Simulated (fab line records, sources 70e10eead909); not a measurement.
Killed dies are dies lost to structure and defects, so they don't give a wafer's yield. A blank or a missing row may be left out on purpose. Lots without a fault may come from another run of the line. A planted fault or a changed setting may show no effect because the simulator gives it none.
fab line records | flow nand_harc
record lots=6 wafers=18 last_day=34
route steps=1302 shown A_CONTACT@1103 A_BLC@1107 END@1302
lots that met no fault: from a run of the same line without faults
start_h: hours from the record's first day to the start of the lot's first wafer shown | wait_h: hours since the lot's step before | " the same as in the row above | L1.1+2: a row that stands for several wafers | - no value, or no start given | * or withheld: withheld | < > ~ a bound
route shown NAME@n: a module of which the file shows steps, and the number in the route of the first | usual: mean/standard deviation of fault-free wafers | same: alike in all rows | chamber/n: place in a boat | sites: the reading at each site | _std_site: their standard deviation | _edge_site: outer sites' mean less inner sites' | radius_mm: how far each site lies from the wafer's centre | mask NAME#n: copy n | behind: the tool/chamber that last shaped the wafer | hold: why the lot was held/for how many hours/how that ended | device: the transistor (n, p or np) that didn't switch | end of line: the same wafers' tests at the end of the route | a step without rows: its recipe alone | killed: dies lost to structure and defects at the first sort, not the wafer's yield | map: a wafer's dies, x killed, . not, _ none there
set.NAME: the setting as run; set.NAME@STEP: as run at that earlier step | model.NAME: the simulator's own value behind a step, which no gauge read
lots at some steps of the route; a table a step, a row a wafer
services: from which hour (start_h, from the record's first day; less than 0 if before it) a tool's chamber was out of use, for how many hours, and why
## steps
# step NHARC_A_CONTACT_CMP_20
# recipe t_overpolish_s=30 target_thk_nm=300
# usual motor_current_A=12.1/1 overpolish_run_s=30.000/0.01 time_to_endpoint_s=60.2/2.7
# columns lot.wafer tool chamber start_h wait_h motor_current_A overpolish_run_s time_to_endpoint_s
L952.1 cmp-02 3 514.04 0.8 11.7 30.002 59.2
L952.4 " 1 " " 10.5 30.014 57.4
L952.6 " 3 " " 11.9 30.009 57.9
L961.4 cmp-02 0 607.67 0.5 10.9 30.015 58.0
L961.3 " 1 " " 10.9 30.004 59.3
L961.1 " 2 " " 12.9 29.988 59.9
L960.1 cmp-02 3 618.78 0.8 12.3 30.004 64.0
L960.6 " 3 " " 12.5 29.979 58.9
L960.5 " 0 " " 11.2 30.004 59.3
L971.2 cmp-02 2 708.58 0.7 13.4 30.008 56.0
L971.5 " 3 " " 12.2 30.012 58.1
L971.6 " 0 " " 10.6 29.996 59.1
L973.3 cmp-02 0 721.70 0.4 10.9 29.995 56.8
L973.1 " 2 " " 13.3 29.995 61.5
L973.2 " 3 " " 11.9 30.020 57.9
L974.1 cmp-01 1 764.40 0.6 12.3 29.996 55.6
L974.4 " 3 " " 10.8 30.003 58.1
L974.5 " 2 " " 12.9 30.000 62.1
# step NHARC_A_CONTACT_SRD_22
# step NHARC_A_CONTACT_INSPECT_23
# usual raw_defect_count=524/130
# columns lot.wafer tool chamber start_h wait_h raw_defect_count
L952.1 defect_inspect-01 - 514.44 0.1 410
L952.4 " - " " 554
L952.6 " - " " 433
L961.1 defect_inspect-02 - 608.09 0.1 508
L961.3 " - " " 550
L961.4 " - " " 540
L960.1 defect_inspect-01 - 619.18 0.1 580
L960.5 " - " " 382
L960.6 " - " " 457
L971.2 defect_inspect-02 - 708.91 0.1 515
L971.5 " - " " 549
L971.6 " - " " 558
L973.1 defect_inspect-02 - 722.11 0.1 439
L973.2 " - " " 462
L973.3 " - " " 433
L974.1 defect_inspect-02 - 764.80 0.1 373
L974.4 " - " " 415
L974.5 " - " " 416
# step NHARC_A_BLC_DEHYDRATE_00
# recipe temp_c=150 time_s=120
# step NHARC_A_BLC_HMDS_01
# recipe time_s=30
# step NHARC_A_BLC_COAT_02
# recipe temp_c=260 time_s=75
# step NHARC_A_BLC_COAT_03
# recipe temp_c=225 time_s=65
# step NHARC_A_BLC_COAT_04
# recipe spin_rpm=1500 resist_thk_nm=90
# step NHARC_A_BLC_SOFTBAKE_05
# recipe temp_c=105 time_s=55
# step NHARC_A_BLC_EBR_06
# step NHARC_A_BLC_EXPOSE_07
# recipe na=1.35 target_cd_nm=100 dose_mj=67.97 mask_id=A_BLC
# step NHARC_A_BLC_PEB_08
# recipe peb_temp_c=100 peb_time_s=65
# columns lot.wafer tool chamber start_h wait_h
L952.1+4+6 litho_track-01 0 514.87 0.1
L961.1+3+4 litho_track-01 0 608.39 0.1
L960.1+5+6 litho_track-01 0 619.61 0.1
L971.2+5+6 litho_track-01 0 709.34 0.1
L973.1+2+3 litho_track-01 0 722.53 0.1
L974.1+4+5 litho_track-06 0 765.23 0.1
# step NHARC_A_BLC_DEVELOP_09
# recipe develop_time_s=35 dev_temp_c=23
# step NHARC_A_BLC_CD_MEAS_10
# recipe target_cd_nm=100 landing_energy_ev=500
# usual cd_nm=99.8/0.67
# columns lot.wafer tool chamber start_h wait_h cd_nm
L952.1 cd_sem-02 0 514.95 - 99.2
L952.4 " 0 " " 99.2
L952.6 " 0 " " 99.9
L961.1 cd_sem-01 0 608.47 - 121.0
L961.3 " 0 " " 100.1
L961.4 " 0 " " 99.8
L960.1 cd_sem-01 0 619.68 - 120.3
L960.5 " 0 " " 99.8
L960.6 " 0 " " 99.8
L971.2 cd_sem-03 0 709.42 - 99.7
L971.5 " 0 " " 100.7
L971.6 " 0 " " 99.5
L973.1 cd_sem-03 0 722.61 - 99.1
L973.2 " 0 " " 100.8
L973.3 " 0 " " 100.2
L974.1 cd_sem-02 0 765.30 - 100.8
L974.4 " 0 " " 99.8
L974.5 " 0 " " 99.9
# step NHARC_A_BLC_OVL_MEAS_11
# usual overlay_x_nm=0.1/0.99 overlay_y_nm=-0.2/0.81
# columns lot.wafer tool chamber start_h wait_h overlay_x_nm overlay_y_nm
L952.1 overlay-01 - 515.04 - 0.0 0.1
L952.4 " - " " -0.3 -0.7
L952.6 " - " " 0.1 -1.1
L961.1 overlay-01 - 608.56 - 0.8 -0.9
L961.3 " - " " 1.8 -0.2
L961.4 " - " " 1.2 -0.2
L960.1 overlay-01 - 619.77 - -1.0 -0.6
L960.5 " - " " -2.3 0.6
L960.6 " - " " -2.0 0.3
L971.2 overlay-02 - 709.50 - -0.9 0.0
L971.5 " - " " -1.4 0.0
L971.6 " - " " -1.0 0.1
L973.1 overlay-01 - 722.70 - -0.3 -1.8
L973.2 " - " " -0.2 -1.9
L973.3 " - " " -0.1 -1.4
L974.1 overlay-02 - 765.39 - 0.0 0.4
L974.4 " - " " -0.8 0.4
L974.5 " - " " -0.2 0.9
# step NHARC_A_BLC_INSPECT_12
# usual raw_defect_count=92/31
# columns lot.wafer tool chamber start_h wait_h raw_defect_count
L952.1 defect_inspect-01 - 515.07 0.0 105
L952.4 " - " " 98
L952.6 " - " " 92
L961.1 defect_inspect-01 - 608.59 0.0 87
L961.3 " - " " 74
L961.4 " - " " 91
L960.1 defect_inspect-02 - 619.81 0.0 86
L960.5 " - " " 66
L960.6 " - " " 84
L971.2 defect_inspect-02 - 709.54 0.0 93
L971.5 " - " " 95
L971.6 " - " " 91
L973.1 defect_inspect-01 - 722.74 0.0 133
L973.2 " - " " 161
L973.3 " - " " 141
L974.1 defect_inspect-02 - 765.43 0.0 92
L974.4 " - " " 112
L974.5 " - " " 80
# step NHARC_A_BLC_DESCUM_15
# recipe time_s=3 o2_flow_sccm=200 ar_flow_sccm=0 bias_power_w=0 chemistry=O2
# usual drypump_motor_current_A=5.7/0.49 oes_product_au=0.997/0.0083 rf_vpp_V=57.6/0.98 showerhead_plenum_p_Torr=1.88/0.083 throttle_valve_pct=11.312/0.0086
# columns lot.wafer tool chamber start_h wait_h drypump_motor_current_A oes_product_au rf_hours_counter_h rf_vpp_V showerhead_plenum_p_Torr throttle_valve_pct model.A_BLC.cd_nm
L952.4 rie_diel-02 3 515.15 0.1 6.3 1.009 8 58.6 1.95 11.299 98.89
L952.1 " 0 " " 5.7 1.005 7 57.3 1.80 11.310 99.12
L952.6 " 1 " " 5.2 1.003 - 58.0 1.79 11.300 99.55
L961.3 rie_diel-06 0 608.66 0.1 6.1 1.013 8 57.5 1.79 11.308 99.72
L961.1 " 2 " " 4.7 1.002 8 57.7 1.86 11.312 121.4
L961.4 " 0 " " 6.1 1.000 - 57.0 1.79 11.304 99.51
L960.1 rie_diel-02 3 619.90 0.1 6.3 0.991 2 57.8 1.95 11.324 119.6
L960.6 " 0 " " 5.8 0.993 - 55.6 1.80 11.316 99.49
L960.5 " 1 " " 5.2 0.994 - 56.8 1.79 11.305 99.91
L971.2 rie_diel-02 1 709.62 0.1 5.2 1.003 10 55.8 1.79 11.331 99.2
L971.6 " 2 " " 5.7 0.990 - 58.3 1.97 11.317 99.03
L971.5 " 3 " " 6.3 0.978 - 56.4 1.94 11.304 100.7
L973.2 rie_diel-06 0 722.80 0.1 6.1 1.003 4 54.9 1.79 11.325 100.5
L973.1 " 1 " " 5.7 0.995 3 58.0 1.86 11.313 99.46
L973.3 " 3 " " 5.5 0.985 4 57.2 2.01 11.305 100.2
L974.1 rie_diel-06 2 765.49 0.1 4.7 0.988 7 57.5 1.86 11.309 101
L974.4 " 1 " " 5.7 0.997 8 56.3 1.86 11.309 100.5
L974.5 " 2 " " 4.7 0.990 - 57.5 1.86 11.302 100.5
# step NHARC_A_BLC_ETCH_16
# recipe target_depth_a=390 over_etch_frac=0.3 time_s=65 ion_energy_ev=80 cf4_flow_sccm=150 ar_flow_sccm=0 rf_w=300 bias_w=100 chemistry=CF4
# usual drypump_motor_current_A=5.7/0.49 oes_product_au=0.997/0.0083 rf_vpp_V=150.8/1.3 showerhead_plenum_p_Torr=1.74/0.072 throttle_valve_pct=13.283/0.0096
# columns lot.wafer tool chamber start_h wait_h drypump_motor_current_A oes_product_au rf_hours_counter_h rf_vpp_V showerhead_plenum_p_Torr throttle_valve_pct
L952.4 rie_diel-02 3 515.23 0.1 6.3 1.000 8 150.3 1.80 13.309
L952.1 " 0 " " 5.7 1.002 7 149.7 1.67 13.296
L952.6 " 3 " " 6.3 1.005 - 152.0 1.80 13.268
L961.3 rie_diel-06 0 608.78 0.1 6.1 0.997 8 149.8 1.66 13.276
L961.1 " 1 " " 5.7 1.005 8 151.3 1.72 13.270
L961.4 " 1 " " 5.7 0.999 - 151.2 1.72 13.270
L960.1 rie_diel-02 0 619.98 0.1 5.7 0.991 2 151.2 1.67 13.283
L960.6 " 1 " " 5.2 0.992 - 150.4 1.66 13.300
L960.5 " 2 " " 5.7 1.007 - 152.5 1.82 13.291
L971.2 rie_diel-02 2 709.72 0.1 5.7 0.991 8 151.8 1.82 13.275
L971.5 " 3 " " 6.3 0.987 - 151.7 1.80 13.293
L971.6 " 1 " " 5.2 0.988 - 149.5 1.66 13.291
L973.2 rie_diel-06 0 722.89 0.1 6.1 0.998 4 149.1 1.66 13.278
L973.3 " 1 " " 5.7 1.007 3 150.2 1.72 13.289
L973.1 " 2 " " 4.7 0.990 3 149.5 1.72 13.272
L974.1 rie_diel-06 2 765.58 0.1 4.7 1.002 7 148.9 1.72 13.284
L974.4 " 3 " " 5.5 0.999 7 153.1 1.85 13.287
L974.5 " 1 " " 5.7 0.997 - 149.7 1.72 13.293
# step NHARC_A_BLC_ETCH_17
# recipe target_depth_a=3900 over_etch_frac=0.25 time_s=609.38 ion_energy_ev=200 n2_flow_sccm=150 h2_flow_sccm=150 ar_flow_sccm=0 rf_w=400 bias_w=150 chemistry=N2/H2
# usual drypump_motor_current_A=5.6/0.48 n2_flow_sccm=150.0/0.44 oes_product_au=0.998/0.0071 rf_vpp_V=429.5/2.7 showerhead_plenum_p_Torr=2.00/0.093 throttle_valve_pct=14.170/0.0091
# columns lot.wafer tool chamber start_h wait_h drypump_motor_current_A n2_flow_sccm oes_product_au rf_hours_counter_h rf_vpp_V showerhead_plenum_p_Torr throttle_valve_pct
L952.4 rie_diel-02 1 - - 5.2 149.3 1.007 7 428.1 1.91 14.175
L952.1 " 2 " " 5.7 149.5 1.004 8 431.7 2.11 14.184
L952.6 " 2 " " 5.7 149.6 0.996 - 432.7 2.11 14.161
L961.3 rie_diel-06 0 - - 6.1 149.6 0.995 8 424.9 1.90 14.173
L961.1 " 2 " " 4.7 150.6 0.995 8 429.7 1.98 14.182
L961.4 " 0 " " 6.1 149.7 0.994 - 427.4 1.90 14.171
L960.1 rie_diel-02 2 - - 5.7 150.0 0.984 2 433.3 2.11 14.153
L960.6 " 1 " " 5.2 149.8 0.993 - 427.1 1.90 14.152
L960.5 " 2 " " 5.7 150.5 0.987 - 431.6 2.11 14.173
L971.2 rie_diel-02 2 - - 5.8 150.7 1.003 9 432.8 2.10 14.185
L971.6 " 2 " " 5.7 150.2 1.007 - 432.6 2.11 14.159
L971.5 " 1 " " 5.3 149.1 0.994 - 426.7 1.90 14.175
L973.2 rie_diel-06 2 - - 4.7 150.2 0.996 3 428.4 1.98 14.182
L973.1 " 0 " " 6.1 151.0 1.005 4 424.9 1.90 14.166
L973.3 " 1 " " 5.7 150.2 1.001 4 429.9 1.98 14.166
L974.1 rie_diel-06 3 - - 5.5 149.9 1.007 7 433.7 2.14 14.189
L974.4 " 1 " " 5.7 149.8 0.999 8 427.4 1.98 14.171
L974.5 " 3 " " 5.5 150.0 0.992 - 434.4 2.14 14.165
# step NHARC_A_BLC_ETCH_18
# recipe target_depth_a=9100 c4f8_flow_sccm=20 o2_flow_sccm=10 ar_flow_sccm=withheld rf_w=600 bias_w=1500 chemistry=C4F8/O2/Ar
# usual oes_product_au=0.945/0.021 rf_vpp_V=976/5.8
# columns lot.wafer tool chamber start_h wait_h oes_product_au rf_hours_counter_h rf_vpp_V model.A_BLC.cd_nm
L952.1 rie_diel-02 0 - - 0.969 7 969 101.8
L952.4 " 2 " " 0.955 8 982 98.63
L952.6 " 0 " " 0.976 - 971 102.8
L961.3 rie_diel-06 1 - - 0.945 8 973 102.7
L961.1 " 2 " " 0.944 8 975 121.1
L961.4 " 2 " " 0.942 - 974 101.2
L960.1 rie_diel-02 3 - - 0.957 2 982 117.7
L960.6 " 3 " " 0.965 - 981 97.76
L960.5 " 0 " " 0.960 - 971 103.8
L971.2 rie_diel-02 1 - - 0.919 10 969 103.8
L971.5 " 1 " " 0.914 - 969 102.7
L971.6 " 2 " " 0.926 - 982 104.5
L973.2 rie_diel-06 0 - - 0.930 4 969 100.4
L973.3 " 1 " " 0.933 4 973 99.95
L973.1 " 2 " " 0.932 4 976 99.91
L974.1 rie_diel-06 1 - - 0.917 8 974 97.99
L974.4 " 3 " " 0.924 8 984 99.65
L974.5 " 0 " " 0.919 - 969 100.2
# step NHARC_A_BLC_CD_MEAS_19
# usual cd_nm=100.8/2.2
# columns lot.wafer tool chamber start_h wait_h cd_nm
L952.1 cd_sem-01 - 516.11 - 102.2
L952.4 " - " " 98.8
L952.6 " - " " 102.8
L961.1 cd_sem-01 - 609.82 - 121.2
L961.3 " - " " 102.9
L961.4 " - " " 101.6
L960.1 cd_sem-01 - 620.84 - 117.9
L960.5 " - " " 104.0
L960.6 " - " " 97.5
L971.2 cd_sem-01 - 710.75 - 104.1
L971.5 " - " " 102.7
L971.6 " - " " 104.7
L973.1 cd_sem-01 - 723.76 - 99.9
L973.2 " - " " 100.5
L973.3 " - " " 99.8
L974.1 cd_sem-03 - 766.46 - 97.9
L974.4 " - " " 99.7
L974.5 " - " " 100.4
# step NHARC_END_SORT_01
# recipe temp_c=25
# usual killed_at_array=64/16 killed_at_other=1.0/1.1 killed_at_periphery=3.5/2.3 killed_dies=69/17 killed_open=3.2/1.6 killed_short=2.4/1.6
# same gross_dies=677
# columns lot.wafer tool chamber start_h wait_h killed_at_array killed_at_other killed_at_periphery killed_dies killed_open killed_short
L961.1 prober-01 0 651.40 2.5 602 4 4 610 1 4
L960.1 prober-01 0 664.09 2.5 436 3 3 442 4 1
# killed by level:class
L961.1 A_BLC:area_peb=540 A_SLIT:chamber_film_flake=37 A_CHANNEL_HOLE_D2:chamber_film_flake=8 A_CHANNEL_HOLE_D1:chamber_film_flake=5 A_CONTACT:chamber_film_flake=4 THIN_TSV:chamber_film_flake=4 A_CHANNEL_FILL_D1:chamber_film_flake=3 P_ZERO_WELL:chamber_film_flake=2
L960.1 A_BLC:area_peb=373 A_CHANNEL_HOLE_D1:chamber_film_flake=37 A_CHANNEL_HOLE_D2:chamber_film_flake=18 THIN_TSV:chamber_film_flake=3 A_ZERO_WELL:chamber_film_flake=2 P_CONTACT:geometric_particle:open=1 P_M0:geometric_particle:open=1 A_DECK1_JOINT:geometric_particle:short=1
# map L960.1 (x killed, . not)
____________x____________
_________xxx...._________
_______...xx.xxx.._______
______.x.....xxxx.x______
_____......x........_____
____....x..........xx____
____.xxx.x....x..xx.x____
___x.x.....xx.xx..xxxx___
___x..x....x.....x.xxx___
__..xxxx...xx...xxx.xxx__
__x..x.....x...xxxx.x.x__
_xx..............xx.xxxx_
_x.x.x...x.x...x...x.x.x_
_xx.x..xx.xx..xx..x...xx_
_xxx.....x.....x..xx.xxx_
_..x.xx.....xx.xx.x.xx.x_
xx..xxx...xx.x....x.xxxxx
xx.x..x...xxx..x..xxxxxxx
xx.xx...x..xx..x.xx.xxxxx
xxxx..x....xxxxxxxxxxxxxx
xxxxx.x.x...xx.xx.xxxxxxx
_..x..x.xxxxx.xxxxxxxxxx_
_xxxx..xxxxxx.x.xxxxxxxx_
_xxxxxxx..xx.xxx.xxxxxxx_
_xxx.x.xx.x.xxxxxxxxxxxx_
_xxxxx.xxxxx.xxxxxxxxxxx_
__xxxx.x.xxxxxx.xxxxxx.__
__xxx.xxx.xx.xxxxxx.xxx__
___.xxxxxxxxxxxxxxxxxx___
___xxxxxxxxxxxxxxxxxxx___
____xxxxxxxxxxxxxxxxx____
____xxxx.xxxxxxxxxxxx____
_____xxxxxxxxxxxxxxx_____
______xxxxxxxxxxxxx______
_______xxxxxxxxxxx_______
_________xxxxxxx_________
____________x____________
# map L961.1 (x killed, . not)
____________x____________
_________xxxxxxx_________
_______x.xxxx..xxx_______
______xxxxxxxxx.xxx______
_____x.xx...xxx..xx._____
____xxxxxxxx.xxxxxxxx____
____xxxxxxxxxxxxxxx.x____
___xxxxxxxx.xxx.xxxxxx___
___xxxxxxxxxxx.xxxxxxx___
__xxxx..x.xxx.xxxxxxxxx__
__xxxxx..xxxxxx.xxxxxxx__
_xxxxxxx..xx.xxxxxxxxxxx_
_xxx.xxxx.xx...xxx.xxxxx_
_xxxxx..x.x.xx.xxxxxxxxx_
_xxxxxxxx....xxxxxxxxxxx_
_xxxxx..x.x.xxxxxxxxxxxx_
xxxxxxxxxx.....xxxxxxxxxx
x.xxxx.xxx.xx.xxxxxxxxxxx
xxxxxxx.xx..xxxxxxxxxxxxx
xxxx.xxxxx.xx.xxxxxxxxxxx
xxxxxxxxxxxxxxxxxx.xxxxxx
_xxxxxxxxxxxxxxxxxxxxxxx_
_xxxxx.xxx.xxxxxxxxxxxxx_
_xxxxx.xx.xxxxxxxxxxxxxx_
_xxxxxxx.xxxxxxxxxxxxxxx_
_xxxxxxxxxxxxxxxxxxxxxxx_
__xxxxxxxxxxxxxxxxxxxxx__
__xxxxxxxxxxxxxxxxxxxxx__
___xxxxxxxxxxxxxxxxxxx___
___xxxxxxxx.xxxxxxxxxx___
____xxxxxxxxxxxxxxxxx____
____xxxxxxxxxxxxxxxxx____
_____xxxxxxxxxxxxxxx_____
______xxxxxxxxxxxxx______
_______xxxxxxxxxxx_______
_________xxxxxxx_________
____________x____________
## services
# columns tool chamber start_h hours kind
rie_diel-06 - 493.27 5.6 repair
cmp-01 - 495.62 11.2 repair
rie_diel-06 1 504.30 4.9 repair
litho_track-01 - 505.00 7.0 pm
rie_diel-06 - 523.55 0.5 repair
rie_diel-02 0 526.22 5.4 repair
cmp-02 - 526.81 4.0 pm
litho_track-06 - 529.00 7.0 pm
rie_diel-02 - 570.70 9.0 pm
cmp-01 - 577.56 4.0 pm
rie_diel-06 3 598.50 14.2 repair
cmp-02 - 624.81 4.0 pm
cmp-01 - 635.94 2.1 repair
rie_diel-06 - 651.01 0.7 repair
rie_diel-06 - 661.23 9.0 pm
litho_track-01 - 680.00 7.0 pm
rie_diel-02 3 690.49 6.1 repair
rie_diel-02 2 701.35 3.5 repair
rie_diel-02 0 706.74 45.4 repair
cmp-02 - 714.69 1.9 repair
cmp-02 - 722.92 4.0 pm
rie_diel-06 3 730.26 5.6 repair
rie_diel-02 2 737.60 3.9 repair
rie_diel-02 - 747.94 9.0 pm
## key
first_sign step=NHARC_A_BLC_CD_MEAS_10 reading=cd_nm direction=up sigmas=31 usual=99.8 struck=120.7
effect step=NHARC_A_BLC_CD_MEAS_19 reading=cd_nm direction=up sigmas=8.7 usual=100.8 struck=119.6
effect step=NHARC_END_SORT_01 reading=killed_at_array direction=up sigmas=28 usual=64 struck=519
model_effect step=NHARC_A_BLC_DESCUM_15 value=A_BLC.cd_nm without=99.13 struck=120.5
model_effect step=NHARC_A_BLC_ETCH_18 value=A_BLC.cd_nm without=98.04 struck=119.4
more_kills_born_at NHARC_A_BLC_PEB_08@litho_track-01=913
met_at NHARC_A_BLC_PEB_08
struck_wafers L960.1,L961.1
later_rows_left_out L960.1,L961.1
tester_left_out L960,L961
onset_between 514.87 608.39
fault kind=process_parameter_drift tool=litho_track-01 chamber=- onset_h=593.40 steps=NHARC_A_BLC_PEB_08 channel=peb_time_s offset=* shape=step end_h=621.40 scope=struck_wafers_only acts_in=* stated=*
# tester_left_out: of these lots the tester's yield and bins aren't shown, on N5 and GAA mostly nor the transistor test; their killed dies are dies lost to structure and defects alone, not to doping, threshold or leakage, so they don't give the yield
# later_rows_left_out: the simulator's readings of these wafers behind a module that went badly wrong aren't trusted and aren't shown, but for the sort
